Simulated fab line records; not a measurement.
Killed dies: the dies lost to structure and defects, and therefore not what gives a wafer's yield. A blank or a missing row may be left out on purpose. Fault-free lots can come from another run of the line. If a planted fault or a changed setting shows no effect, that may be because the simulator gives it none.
A struck lot beside a sound one	flow n5-finfet	42 out of 1938 route steps
Sound: the wafers L328.2, L328.3, L328.6. Wafers struck: L341.2, L341.4, L341.5. The cause is given at the end.
Order at every step that has rows: each side's tool, ch and its chambers, its first start. Under that, the readings that differ: sound wafers	struck wafers	difference of the means	sigmas: that difference in standard deviations of wafers without a fault.
alike: words and numbers the same on both sides, and readings whose means are apart by under 2 such deviations; not compared: readings that were withheld, readings missing a value for some wafer, numbers with overlapping values and no deviation given by the record, and bounds like >300 which may hide the same value.
A row with sigmas, a row that says differs or no value, or rows on one side alone: a step with any of these is where the two part. Numbers that don't overlap but have no deviation are shown without sigmas and don't part them. A reading missing from all wafers of one side parts the sides only when that side holds two or more wafers.

first, 1 step without rows for these wafers: N5_BEOL_M5_STRIP_91 (strips in N2/H2, time 10 s).
N5_BEOL_M5_OCD_MEAS_38:
  sound: ocd-01 at day 7 22:19; struck: ocd-01 at day 11 07:24
  alike: trench-depth-nm
then, 4 steps without rows for these wafers: N5_BEOL_M5_HM_STRIP_39 (strips TiN in peroxide tin strip, target depth 25 nm, time 158 s); N5_BEOL_M5_SRD_40 (time 30 s); N5_BEOL_M5_PRECLEAN_42 (cleans in residue remover, time 60 s); N5_BEOL_M5_SRD_43 (time 30 s).
N5_BEOL_M5_CD_MEAS_35: target cd 28 nm, target cd y 24 nm.
  sound: cd-sem-02 at day 7 22:28; struck: cd-sem-03 at day 11 07:39
  alike: cd-nm
N5_BEOL_M5_CURE_80: cures SiCOH lowk, time 120 s.
  sound on uv-cure-03 ch 0, day 7 22:34; struck on uv-cure-02 ch 1, day 11 07:44
  alike: lamp-power-pct, wafer_temp_C_max
then, 1 step without rows for these wafers: N5_BEOL_M5_DEGAS_44 (time 60 s).
N5_BEOL_M5_PRE_CLEAN_45: time 30 s.
  sound: pvd-sputter-02 at day 7 22:52; struck: pvd-sputter-01 at day 11 08:26
  alike: heater-power-w, susceptor-temp-C
then, 2 steps without rows for these wafers: N5_BEOL_M5_ALD_86 (deposits TaN, pulse time 2 s, purge time 3 s, co reactant purge time 2 s); N5_BEOL_M5_SURFACE_TREAT_87.
N5_BEOL_M5_CVD_47: deposits Co from CCTBA/H2, target thk 3 nm, time 216 s.
  sound on cvd-co-01 ch 0,2, day 7 23:13; struck on cvd-co-01 ch 0,1,2, day 11 09:04
then, 3 steps without rows for these wafers: N5_BEOL_M5_SPUTTER_48 (material Cu, target thk 15 nm, time 27.62 s); N5_BEOL_M5_ANNEAL_49 (time 1800 s); N5_BEOL_M5_SPUTTER_81 (material Cu, target thk 15 nm, time 27.62 s).
N5_BEOL_M5_ANNEAL_82: time 1800 s.
  sound: pvd-sputter-01 at day 8 00:32; struck: pvd-sputter-03 at day 11 10:26
  alike: heater-power-w, susceptor-temp-C
then, 1 step without rows for these wafers: N5_BEOL_M5_SPUTTER_83 (material Cu, target thk 15 nm, time 27.62 s).
N5_BEOL_M5_ANNEAL_84: time 1800 s.
  sound: pvd-sputter-01 at day 8 01:38; struck: pvd-sputter-03 at day 11 11:32
  alike: heater-power-w, susceptor-temp-C
then, 6 steps without rows for these wafers: N5_BEOL_M5_SPUTTER_88 (material Cu, target thk 15 nm, time 27.62 s); N5_BEOL_M5_ANNEAL_89 (time 1800 s); N5_BEOL_M5_SPUTTER_90 (material Cu, target thk 4.5 nm, time 8.29 s); N5_BEOL_M5_ECD_50 (material Cu, target thk 300 nm); N5_BEOL_M5_ANNEAL_51 (time 90 s); N5_BEOL_M5_CMP_52 (polishes, stops on SiCOH lowk, t overpolish 6.9 s, target thk 62 nm).
N5_BEOL_M5_THK_MEAS_53: measures by xrf.
  sound: film-metro-02 at day 8 07:41; struck: film-metro-02 at day 11 14:25
  alike: M5_THK
then, 4 steps without rows for these wafers: N5_BEOL_M5_PRE_CLEAN_77 (time 15 s); N5_BEOL_M5_CO_CAP_78 (material Co, precursor CCTBA/H2, target thk 2 nm, time 102.1 s); N5_BEOL_M5_PRE_CLEAN_55 (time 15 s); N5_BEOL_M5_DEP_56 (deposits SiCN from 3MS/NH3, target thk 8 nm, time 14 s).
N5_BEOL_M5_RS_MEAS_57: the measuring method here is four-point-probe.
  sound: film-metro-02 at day 8 07:57; struck: film-metro-01 at day 11 14:54
  alike: M5_RS
then, 2 steps without rows for these wafers: N5_BEOL_M6_ILD_DEP_00 (deposits SiCOH lowk from DEMS/porogen, target thk 179.75 nm, time 33.4 s); N5_BEOL_M6_CURE_74 (cures SiCOH lowk, time 240 s).
N5_BEOL_M6_THK_MEAS_01:
  sound: film-metro-02 at day 8 09:04; struck: film-metro-01 at day 11 15:32
  alike: M6_ILD_THK
then, 1 step without rows for these wafers: N5_BEOL_M6_PECVD_70 (deposits SiO2 from TEOS/O2, target thk 20 nm, time 22.7 s).
N5_BEOL_M6_HM_DEP_02: deposits TiN, target thk 20 nm.
  sound: pvd-sputter-03 at day 8 10:58; struck: pvd-sputter-01 at day 11 16:02
reading	sound	struck	difference	sigmas
susceptor-temp-C (C)	25.09 25.02 25.11	24.97 24.79 24.80	-0.22	-2
  alike: substrate-temp-c, throttle-valve-pct
then, 5 steps without rows for these wafers: N5_BEOL_M6_COAT_59 (time 60 s, resist thk 100 nm); N5_BEOL_M6_COAT_60 (time 60 s, resist thk 35 nm); N5_BEOL_M6_COAT_05 (resist thk 90 nm); N5_BEOL_M6_EBR_07; N5_BEOL_M6_SOFTBAKE_06 (time 60 s).
-- here the record skips 4 days between the struck wafers' starts before and after, leaving off in module BEOL_M6 and picking up in module PASSIVATION (first step shown: number 1936 of the route) --
N5_PASSIVATION_PROBE_49:
  record: rows for the struck wafers here (prober-02, day 15 14:30), none for the sound ones

== WHERE THEY PART ==
Earliest at N5_BEOL_M6_HM_DEP_02; latest, in this record, at N5_PASSIVATION_PROBE_49.

WHY: what had been put in by the simulator
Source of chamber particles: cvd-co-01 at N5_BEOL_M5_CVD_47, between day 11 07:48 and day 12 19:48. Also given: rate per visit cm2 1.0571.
